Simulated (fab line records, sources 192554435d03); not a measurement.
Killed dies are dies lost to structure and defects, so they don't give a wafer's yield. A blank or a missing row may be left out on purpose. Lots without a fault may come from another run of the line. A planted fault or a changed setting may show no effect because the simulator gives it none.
Problem report in the 8D (eight disciplines) form, filled by code | flow n5_finfet | the parts of the form that need people (team, actions taken, sign-off) are left out

1. THE PROBLEM
sort_bin_5_function at N5_PASSIVATION_PROBE_49 reads a mean of 95.5 % on 3 wafers of 2 lots; wafers without a fault read 5.1 % with a standard deviation of 0.99. That is +91 standard deviations from the usual mean.
First seen on wafer L400.6, day 15 15:02, on prober-02. The record holds 14 wafers of 5 lots with a number at this step. Rule for "out", or "out of limits": more than 4 standard deviations from the usual mean. The other wafers with a number count as sound.

2. WHAT IT IS AND WHAT IT IS NOT
question                    | is                                                                                                                      | is not
which readings at this step | sort_bin_5_function, defect_limited_yield, killed_at_front_end, killed_dies, killed_on_rim, sort_n_pass, sort_yield_pct | killed_at_M0_to_M3, killed_at_contacts, killed_at_other, killed_short, sort_bin_8_speed
which lots                  | L398, L400                                                                                                              | L390, L392, L404
which wafers of those lots  | L398.2, L398.6, L400.6                                                                                                  | L400.4, L400.5
read on which tools         | prober-02                                                                                                               | -
when                        | from day 15 15:02                                                                                                       | up to then (8 sound wafers); but 3 sound wafers of L404 came after

3. SUSPECTS, AND WHAT RULES EACH OUT
Counting: a tool at a process step up to the reading stays a suspect if it ran every lot that is out. Sound lots after the first of them don't rule it out here, since some wafers of a struck lot are sound.
- rie_diel-05 at N5_PMOS_HMC_CHANNEL_EPI_HM_OPEN_15 (chemistry CHF3/O2, target SiO2, target depth 40.6 nm, time 20.3 s): kept. It ran every lot that is out, first L398 (day 4 17:57); its last sound lot up to then is L392 (day 3 09:36).
- pecvd-01 at N5_PASSIVATION_PECVD_55 (deposits SiO2 from SiH4/N2O, target thk 400 nm, time 22.5 s): kept. It ran every lot that is out and that the record shows at this step, first L400 (day 15 04:04). The record shows only 1 of the 2 lots at this step.
- rie_diel-03 at N5_PASSIVATION_PASS_ETCH_74 (etches SiNx in CF4/O2, target depth 220 nm, time 110 s): kept. It ran every lot that is out and that the record shows at this step, first L400 (day 15 08:01). The record shows only 1 of the 2 lots at this step.
- prober-02 at N5_PASSIVATION_PROBE_49: kept. It ran every lot that is out, first L400 (day 15 14:56); its last sound lot up to then is L392 (day 14 01:57). Its own readings are out on those wafers: defect_limited_yield, killed_at_front_end, killed_dies, killed_on_rim, sort_bin_5_function, sort_n_pass, sort_yield_pct.
- Within rie_diel-05 at N5_PMOS_HMC_CHANNEL_EPI_HM_OPEN_15: the wafers that are out ran in chambers 1, 3; their sound lot-mates ran in chambers 0, 2.
Left after counting: rie_diel-05 at N5_PMOS_HMC_CHANNEL_EPI_HM_OPEN_15, pecvd-01 at N5_PASSIVATION_PECVD_55, rie_diel-03 at N5_PASSIVATION_PASS_ETCH_74, prober-02 at N5_PASSIVATION_PROBE_49.

4. THE CAUSE (what the simulator had put in)
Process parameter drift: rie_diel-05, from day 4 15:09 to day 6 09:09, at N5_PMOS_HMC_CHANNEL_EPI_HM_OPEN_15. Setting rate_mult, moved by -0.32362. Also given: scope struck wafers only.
Counting left 4 suspects, and this tool is among them.

5. THE CHAIN OF EFFECTS, in route order
Each row: a reading whose mean over the struck wafers that have a number lies more than 3 standard deviations from the usual. Only readings for which the record gives a usual standard deviation are gone through. hours: the time from each lot's start at the first step in this table that gives one to its start at this step, as a median over the lots. sigmas: the change in usual standard deviations.
hours | step                    | reading              | usual  | on struck wafers | change | sigmas
0     | N5_PASSIVATION_PROBE_49 | defect_limited_yield | 91.3 % | 0.0              | -91.3  | -61
0     | N5_PASSIVATION_PROBE_49 | killed_at_front_end  | 39     | 1108             | +1069  | +82
0     | N5_PASSIVATION_PROBE_49 | killed_dies          | 103    | 1180             | +1077  | +60
0     | N5_PASSIVATION_PROBE_49 | killed_on_rim        | 14     | 152              | +138   | +31
0     | N5_PASSIVATION_PROBE_49 | sort_bin_5_function  | 5.1 %  | 95.5             | +90.4  | +91
0     | N5_PASSIVATION_PROBE_49 | sort_n_pass          | 1077   | 0                | -1077  | -60
0     | N5_PASSIVATION_PROBE_49 | sort_yield_pct       | 91.2 % | 0.0              | -91.2  | -61
The process steps in it:
- N5_PASSIVATION_PROBE_49

6. WHAT WOULD HAVE CAUGHT IT SOONER
In this record the first reading out of limits was taken at day 15 15:02, 264 hours after the fault began at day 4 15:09.
Of the tool readings at N5_PMOS_HMC_CHANNEL_EPI_HM_OPEN_15 for which the record gives a usual standard deviation, none was out on any struck wafer, so an alarm limit of 4 standard deviations on them would not have fired.
All the lots that are out (2) had begun N5_PMOS_HMC_CHANNEL_EPI_HM_OPEN_15 on rie_diel-05 by day 15 15:02. A hold on the tool at that time would have spared none of them.
